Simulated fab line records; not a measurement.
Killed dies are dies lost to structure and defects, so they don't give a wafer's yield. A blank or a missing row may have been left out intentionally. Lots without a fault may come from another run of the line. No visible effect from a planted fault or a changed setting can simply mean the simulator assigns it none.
fab line records	flow nandHarc
record: lots: 12	wafers: 36	lastDay: 34
route steps=1302 shown P_M2@339 P_BONDPAD@351 END@1302
lots that met no fault: taken from a fault-free run of the same line
startH: start of the lot's first displayed wafer, in hours after the record's first day	waitH: how many hours have passed since the lot's step before this one	" unchanged from the row above	L1.1+2: several wafers, shown together as one row	- no value present, or no start provided	* or withheld: withheld	< > ~ a bound
route shown NAME@n: a module of which the file shows steps, and the number in the route of the first	usual: average and standard deviation across the fault-free wafers	same: alike in all rows	chamber/n: place in a boat	sites: per-site readings	_std_site: the standard deviation of these	_edge_site: mean of outer sites minus mean of inner sites	radiusMm: how far each site lies from the wafer's centre	mask NAME#n: copy n	behind: the last tool/chamber to shape the wafer	hold: cause of the lot's hold/its duration in hours/its outcome	device: whichever transistor did not switch (one of n, p or np)	end of line: the route-end tests of the same wafers	for a step that has no rows: nothing shown but its recipe	killed: at the first sort, the dies lost to defects and structure; wafer yield is something else	map: per-die view of a wafer (x killed, . not killed, _ where there is no die)
set.NAME: the setting that was run; set.NAME@STEP: the one run at that earlier step	model.NAME: the simulator's own value behind a step, which no gauge read
a sample of lots followed through the steps of the route, with each step as a table and each wafer as a row
services: from which hour (startH, from the record's first day; less than 0 if before it) a tool's chamber was out of use, for how many hours, and why
== steps ==
step: NHARC_P_M2_PRE_CLEAN_30
recipe: timeS: 30	tempC: 280	gas: H2/He
usual: heaterPowerW: 394/46
same: timeS: 30
lot.wafer	tool	chamber	startH	waitH	heaterPowerW
L518.4	pvdSputter-03	-	-	-	379
L518.2	"	-	"	"	334
L518.3	"	-	"	"	373
L520.2	pvdSputter-03	-	-	-	372
L520.3	"	-	"	"	384
L520.5	"	-	"	"	376
L522.4	pvdSputter-01	-	-	-	364
L522.6	"	-	"	"	384
L522.5	"	-	"	"	360
L524.3	pvdSputter-02	-	-	-	336
L524.4	"	-	"	"	424
L524.6	"	-	"	"	372
L526.4	pvdSputter-01	-	-	-	370
L526.2	"	-	"	"	390
L526.3	"	-	"	"	373
L529.3	pvdSputter-01	-	-	-	380
L529.1	"	-	"	"	371
L529.6	"	-	"	"	382
L532.2	pvdSputter-02	-	-	-	420
L532.3	"	-	"	"	338
L532.5	"	-	"	"	371
L534.1	pvdSputter-02	-	-	-	381
L534.4	"	-	"	"	339
L534.5	"	-	"	"	431
L535.3	pvdSputter-03	-	-	-	392
L535.1	"	-	"	"	396
L535.5	"	-	"	"	383
L539.4	pvdSputter-02	-	-	-	335
L539.6	"	-	"	"	386
L539.5	"	-	"	"	378
L540.1	pvdSputter-01	-	-	-	382
L540.3	"	-	"	"	396
L540.6	"	-	"	"	371
L541.3	pvdSputter-03	-	-	-	376
L541.4	"	-	"	"	498
L541.5	"	-	"	"	492
step: NHARC_P_BONDPAD_DEP_00
recipe: targetThkA: 2500	tempC: 370	targetThkNm: 250	pressureTorr: 3	flowSccm: 200	rfW: 450	material: SiCN
usual: heaterPowerW: 578/100
lot.wafer	tool	chamber	startH	waitH	heaterPowerW
L518.3	pecvd-03	0	132.79	-	495
L518.2	"	1	"	"	653
L518.4	"	1	"	"	666
L520.2	pecvd-03	2	156.41	-	644
L520.3	"	0	"	"	535
L520.5	"	2	"	"	656
L522.5	pecvd-01	2	175.62	-	520
L522.4	"	0	"	"	404
L522.6	"	1	"	"	755
L524.3	pecvd-04	1	-	-	597
L524.4	"	2	"	"	567
L524.6	"	1	"	"	614
L526.2	pecvd-03	0	212.00	-	513
L526.3	"	1	"	"	606
L526.4	"	0	"	"	537
L529.1	pecvd-03	1	244.31	-	574
L529.3	"	0	"	"	533
L529.6	"	1	"	"	571
L532.2	pecvd-01	0	281.60	-	460
L532.3	"	1	"	"	746
L532.5	"	0	"	"	475
L534.1	pecvd-03	0	299.14	-	532
L534.4	"	1	"	"	597
L534.5	"	0	"	"	547
L535.1	pecvd-03	1	306.51	-	629
L535.3	"	0	"	"	490
L535.5	"	1	"	"	504
L539.6	pecvd-04	0	338.11	0.4	536
L539.5	"	1	"	"	583
L539.4	"	2	"	"	603
L540.1	pecvd-01	2	350.97	-	491
L540.3	"	0	"	"	444
L540.6	"	0	"	"	457
L541.3	pecvd-04	0	-	-	553
L541.4	"	2	"	"	601
L541.5	"	0	"	"	570
step: NHARC_P_BONDPAD_DEGAS_25
recipe: tempC: 300	timeS: 60
usual: heaterPowerW: 443/43
same: timeS: 60
lot.wafer	tool	chamber	startH	waitH	heaterPowerW
L518.3	pvdSputter-02	-	135.12	-	488
L518.4	"	-	"	"	420
L518.2	"	-	"	"	389
L520.3	pvdSputter-03	-	158.80	-	567
L520.2	"	-	"	"	378
L520.5	"	-	"	"	580
L522.4	pvdSputter-02	-	177.99	-	390
L522.6	"	-	"	"	425
L522.5	"	-	"	"	386
L524.4	pvdSputter-01	-	197.28	-	459
L524.3	"	-	"	"	446
L524.6	"	-	"	"	418
L526.2	pvdSputter-03	-	214.53	-	383
L526.3	"	-	"	"	440
L526.4	"	-	"	"	574
L529.3	pvdSputter-02	-	246.69	-	483
L529.1	"	-	"	"	429
L529.6	"	-	"	"	386
L532.2	pvdSputter-03	-	283.92	-	393
L532.3	"	-	"	"	430
L532.5	"	-	"	"	389
L534.4	pvdSputter-01	-	301.47	-	429
L534.1	"	-	"	"	436
L534.5	"	-	"	"	452
L535.3	pvdSputter-01	-	308.77	-	439
L535.1	"	-	"	"	441
L535.5	"	-	"	"	422
L539.4	pvdSputter-01	-	340.36	-	436
L539.5	"	-	"	"	439
L539.6	"	-	"	"	441
L540.1	pvdSputter-02	-	353.35	-	425
L540.3	"	-	"	"	490
L540.6	"	-	"	"	430
L541.4	pvdSputter-02	-	373.76	-	445
L541.3	"	-	"	"	429
L541.5	"	-	"	"	494
step: NHARC_P_BONDPAD_ECD_18
recipe: targetThkA: 4000	bathTempC: 25	material: Cu
usual: bathHeatDutyPct: 6.3/0.7	bathTempC: 24.99/0.11
lot.wafer	tool	chamber	startH	waitH	bathHeatDutyPct	bathTempC
L518.2	ecdCu-02	1	135.53	-	5.8	25.24
L518.3	"	0	"	"	7.4	24.94
L518.4	"	1	"	"	5.8	25.21
L520.2	ecdCu-02	0	159.22	-	7.6	25.22
L520.3	"	0	"	"	7.1	24.86
L520.5	"	1	"	"	4.6	25.06
L522.4	ecdCu-02	1	178.80	-	5.6	24.96
L522.5	"	0	"	"	6.8	24.97
L522.6	"	1	"	"	5.5	24.92
L524.3	ecdCu-02	0	197.73	-	6.9	24.84
L524.4	"	1	"	"	5.7	25.00
L524.6	"	1	"	"	5.5	24.97
L526.2	ecdCu-01	0	214.94	-	5.9	24.98
L526.3	"	1	"	"	6.6	25.13
L526.4	"	0	"	"	5.2	24.86
L529.1	ecdCu-01	1	247.04	-	6.4	25.13
L529.3	"	1	"	"	7.3	24.96
L529.6	"	1	"	"	6.1	24.88
L532.2	ecdCu-02	0	284.33	-	7.4	25.07
L532.3	"	1	"	"	5.5	24.91
L532.5	"	1	"	"	5.6	24.99
L534.1	ecdCu-02	1	301.83	-	-	-
L534.4	"	0	"	"	-	-
L534.5	"	0	"	"	-	-
L535.1	ecdCu-02	0	309.12	-	-	-
L535.3	"	1	"	"	-	-
L535.5	"	0	"	"	-	-
L539.4	ecdCu-02	1	340.81	-	6.0	25.31
L539.5	"	1	"	"	5.3	25.20
L539.6	"	0	"	"	7.0	25.15
L540.1	ecdCu-02	1	353.70	-	5.1	24.84
L540.3	"	0	"	"	7.5	25.03
L540.6	"	1	"	"	4.6	24.96
L541.4	ecdCu-02	0	374.31	-	6.4	24.79
L541.3	"	1	"	"	5.6	25.05
L541.5	"	1	"	"	5.8	24.82
step: NHARC_P_BONDPAD_THK_MEAS_20
recipe: thkMeasGauge: xrf
usual: thkNm: 161.1/1.3
lot.wafer	tool	chamber	startH	waitH	thkNm
L518.2	filmMetro-02	-	136.53	-	160.7
L518.3	"	-	"	"	160.3
L518.4	"	-	"	"	163.4
L520.2	filmMetro-02	-	160.21	-	162.3
L520.3	"	-	"	"	164.8
L520.5	"	-	"	"	159.7
L522.4	filmMetro-02	-	179.70	-	159.2
L522.5	"	-	"	"	161.0
L522.6	"	-	"	"	161.6
L524.3	filmMetro-01	-	198.67	-	159.6
L524.4	"	-	"	"	160.4
L524.6	"	-	"	"	159.8
L526.2	filmMetro-02	-	215.94	-	159.2
L526.3	"	-	"	"	162.1
L526.4	"	-	"	"	160.7
L529.1	filmMetro-01	-	248.08	-	162.5
L529.3	"	-	"	"	161.7
L529.6	"	-	"	"	160.7
L532.2	filmMetro-01	-	285.32	-	160.4
L532.3	"	-	"	"	160.9
L532.5	"	-	"	"	160.2
L534.1	filmMetro-02	-	302.89	-	29.2
L534.4	"	-	"	"	30.1
L534.5	"	-	"	"	30.9
L535.1	filmMetro-02	-	310.16	-	29.2
L535.3	"	-	"	"	29.3
L535.5	"	-	"	"	29.7
L539.4	filmMetro-02	-	341.76	-	161.4
L539.5	"	-	"	"	160.9
L539.6	"	-	"	"	160.8
L540.1	filmMetro-02	-	354.76	-	162.7
L540.3	"	-	"	"	160.7
L540.6	"	-	"	"	160.0
L541.3	filmMetro-01	-	375.49	-	160.1
L541.4	"	-	"	"	159.6
L541.5	"	-	"	"	161.3
step: NHARC_END_SORT_01
recipe: tempC: 25
usual: defectLimitedYield: 91.4/2.7	killedAtArray: 53/18	killedAtOther: 1.0/1.2	killedAtPeriphery: 3.6/2.4	killedDies: 58/18	killedOpen: 3.4/1.8	killedShort: 2.3/1.5	sort_bin_2_pct: 3.1/1.2	sort_bin_3_pct: 0.7/0.39	sort_bin_4_pct: 4.8/1.6	sortNPass: 619/18	sortRimYieldPct: 88/4.1	sortYieldPct: 91.4/2.7
same: grossDies: 677	sort_bin_5_pct[%]: 0	sort_bin_6_pct[%]: 0	sort_bin_7_pct[%]: 0	sort_bin_8_pct[%]: 0	sortRimNGross: 106.00
lot.wafer	tool	chamber	startH	waitH	defectLimitedYield[%]	killedAtArray	killedAtOther	killedAtPeriphery	killedDies	killedOpen	killedShort	sort_bin_2_pct[%]	sort_bin_3_pct[%]	sort_bin_4_pct[%]	sortNPass	sortRimYieldPct[%]	sortYieldPct[%]
L526.2	prober-02	0	644.66	2.8	92.2	50	1	2	53	5	5	2.2	0.4	5.2	624	89	92.2
L526.3	prober-02	0	645.46	3.1	91.6	53	1	3	57	3	1	3.2	0.1	5.0	620	98	91.6
L526.4	prober-02	0	646.25	3.4	92.2	47	1	5	53	6	6	2.1	0.6	5.2	624	90	92.2
L529.1	prober-02	0	675.98	2.5	89.8	68	0	1	69	3	1	4.0	0.7	5.5	608	82	89.8
L529.3	prober-02	0	677.57	3.1	90.7	61	0	2	63	4	2	3.2	0.4	5.6	614	85	90.7
L529.6	prober-02	0	679.96	4.0	89.5	68	0	3	71	6	2	4.3	1.0	5.2	606	86	89.5
L534.1	prober-01	0	732.92	2.5	0	41	2	634	677	3	0	95.4	0.3	4.3	0	0	0
L534.4	prober-01	0	735.38	3.5	0	36	2	639	677	4	2	96.3	0.6	3.1	0	0	0
L534.5	prober-01	0	736.20	3.8	0	40	1	636	677	5	4	95.6	0.4	4.0	0	0	0
L535.1	prober-02	0	732.99	2.5	0	35	0	642	677	5	1	95.9	0.4	3.7	0	0	0
L535.3	prober-02	0	734.59	3.1	0	34	1	642	677	0	2	96.5	0.3	3.2	0	0	0
L535.5	prober-02	0	736.19	3.7	0	27	1	649	677	2	0	97.5	0	2.5	0	0	0
killed by level:class
L526.2 A_CHANNEL_HOLE_D2:chamberFilmFlake=29 A_CHANNEL_HOLE_D1:chamberFilmFlake=4 A_WL_FILL:chamberFilmFlake=3 A_CONTACT:chamberFilmFlake=3 A_DECK1_JOINT:geometricParticle:short=2 A_SLIT:chamberFilmFlake=2 P_CONTACT:geometricParticle:short=1 P_CONTACT:geometricParticle:open=1
L526.3 A_CHANNEL_HOLE_D2:chamberFilmFlake=36 A_STAIRCASE:chamberFilmFlake=4 A_CONTACT:chamberFilmFlake=4 P_GATE:chamberFilmFlake=2 A_CHANNEL_HOLE_D1:chamberFilmFlake=2 A_CHANNEL_FILL_D1:chamberFilmFlake=2 A_DECK1_JOINT:chamberFilmFlake=2 P_M0:geometricParticle:open=1
L526.4 A_CHANNEL_HOLE_D2:chamberFilmFlake=27 A_CHANNEL_FILL_D1:chamberFilmFlake=4 A_CHANNEL_FILL_D2:geometricParticle:short=3 A_CHANNEL_HOLE_D1:chamberFilmFlake=2 A_WL_FILL:chamberFilmFlake=2 P_CONTACT:geometricParticle:open=1 P_CONTACT:geometricParticle:short=1 P_M0:geometricParticle:open=1
L529.1 A_CHANNEL_HOLE_D1:chamberFilmFlake=31 A_SLIT:chamberFilmFlake=21 A_CONTACT:chamberFilmFlake=9 A_CHANNEL_FILL_D1:geometricParticle:open=1 A_WL_FILL:geometricParticle:short=1 A_BLC:geometricParticle:open=1 A_M1:geometricParticle:open=1 P_ZERO_WELL:chamberFilmFlake=1
L529.3 A_CHANNEL_HOLE_D1:chamberFilmFlake=30 A_SLIT:chamberFilmFlake=21 A_M0:geometricParticle:open=2 A_CONTACT:chamberFilmFlake=2 P_M0:geometricParticle:open=1 A_ONON_D1:geometricParticle:open=1 A_ONON_D1:geometricParticle:short=1 A_SGD_CUT:geometricParticle:short=1
L529.6 A_CHANNEL_HOLE_D1:chamberFilmFlake=34 A_SLIT:chamberFilmFlake=22 A_ONON_D1:geometricParticle:open=2 A_STAIRCASE:chamberFilmFlake=2 P_GATE:geometricParticle:short=1 A_DECK1_JOINT:geometricParticle:short=1 A_SGD_CUT:geometricParticle:open=1 A_WL_FILL:geometricParticle:open=1
L534.1 P_BONDPAD:areaEcd=633 A_SLIT:chamberFilmFlake=24 A_CHANNEL_HOLE_D1:chamberFilmFlake=5 A_CHANNEL_FILL_D2:chamberFilmFlake=4 A_STAIRCASE:chamberFilmFlake=3 THIN_TSV:chamberFilmFlake=2 A_CHANNEL_FILL_D1:geometricParticle:open=1 A_ONON_D2:geometricParticle:open=1
L535.1 P_BONDPAD:areaEcd=640 A_CHANNEL_HOLE_D2:chamberFilmFlake=16 A_CHANNEL_HOLE_D1:chamberFilmFlake=5 A_SLIT:chamberFilmFlake=5 A_ONON_D2:geometricParticle:open=2 A_DECK1_JOINT:chamberFilmFlake=2 A_STAIRCASE:chamberFilmFlake=2 P_CONTACT:geometricParticle:open=1
L535.3 P_BONDPAD:areaEcd=639 A_CHANNEL_HOLE_D1:chamberFilmFlake=11 A_CHANNEL_HOLE_D2:chamberFilmFlake=10 A_SLIT:chamberFilmFlake=5 A_STAIRCASE:chamberFilmFlake=3 A_CONTACT:chamberFilmFlake=3 P_CONTACT:geometricParticle:short=2 A_DECK1_JOINT:chamberFilmFlake=2
L534.4 P_BONDPAD:areaEcd=635 A_SLIT:chamberFilmFlake=15 A_CHANNEL_HOLE_D1:chamberFilmFlake=5 A_CONTACT:chamberFilmFlake=5 A_STAIRCASE:chamberFilmFlake=4 A_DECK1_JOINT:chamberFilmFlake=3 P_M0:geometricParticle:open=2 THIN_TSV:chamberFilmFlake=2
L535.5 P_BONDPAD:areaEcd=648 A_CHANNEL_HOLE_D2:chamberFilmFlake=9 A_CHANNEL_HOLE_D1:chamberFilmFlake=5 A_DECK1_JOINT:chamberFilmFlake=3 A_STAIRCASE:chamberFilmFlake=3 A_SLIT:chamberFilmFlake=3 A_CONTACT:chamberFilmFlake=2 P_M1:geometricParticle:open=1
L534.5 P_BONDPAD:areaEcd=633 A_SLIT:chamberFilmFlake=19 A_CHANNEL_HOLE_D1:chamberFilmFlake=6 A_CHANNEL_FILL_D2:geometricParticle:short=2 A_CHANNEL_FILL_D1:chamberFilmFlake=2 A_CHANNEL_FILL_D2:chamberFilmFlake=2 A_CONTACT:chamberFilmFlake=2 P_M0:geometricParticle:open=1
== services ==
tool	chamber	startH	hours	kind
pecvd-01	-	130.00	13.0	pm
pecvd-04	-	133.32	1.2	repair
pvdSputter-02	-	153.66	2.3	repair
ecdCu-01	-	160.25	8.0	pm
pvdSputter-03	-	170.00	10.0	pm
ecdCu-02	-	184.45	1.5	repair
pecvd-03	-	186.44	13.0	pm
pecvd-03	0	186.44	13.0	ventCycle
pvdSputter-01	-	212.24	4.9	repair
pvdSputter-01	-	226.04	10.0	pm
pvdSputter-02	-	239.93	2.7	repair
ecdCu-02	-	244.06	8.0	pm
pvdSputter-02	-	250.48	2.4	repair
pecvd-01	-	261.82	2.2	repair
ecdCu-01	-	264.79	1.3	repair
pecvd-04	-	269.00	13.0	pm
pvdSputter-02	-	282.05	10.0	pm
pecvd-03	2	283.93	3.2	repair
pecvd-01	-	311.00	13.0	pm
pecvd-03	0	328.59	10.6	repair
ecdCu-01	-	336.36	8.0	pm
pvdSputter-03	-	348.00	10.0	pm
pecvd-03	-	367.44	13.0	pm
ecdCu-02	-	373.67	0.5	repair
== key ==
firstSign: step: NHARC_P_BONDPAD_ECD_18	reading: toolRecord	direction: missing
effect: step: NHARC_P_BONDPAD_THK_MEAS_20	reading: thkNm	direction: down	sigmas: 99+	usual: 161.1	struck: 29.7
effect: step: NHARC_END_SORT_01	reading: killedAtPeriphery	direction: up	sigmas: 99+	usual: 3.6	struck: 640.3
moreKillsBornAt: NHARC_P_BONDPAD_ECD_18@ecdCu-02: 3828
metAt NHARC_P_BONDPAD_ECD_18
struckLots L534,L535
laterRowsLeftOut L534.1,L534.4,L534.5,L535.1,L535.3,L535.5
notActingAt NHARC_P_M2_PRE_CLEAN_30,NHARC_P_BONDPAD_DEP_00,NHARC_P_BONDPAD_DEGAS_25
onsetBetween 284.33 301.83
fault: kind: skippedStepWhole	tool: ecdCu-02	chamber: -	onsetH: 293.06	steps: NHARC_P_BONDPAD_ECD_18	scope: struckLotsOnly
laterRowsLeftOut: the simulator's readings of these wafers behind a module that went badly wrong aren't trusted and aren't shown, but for the sort
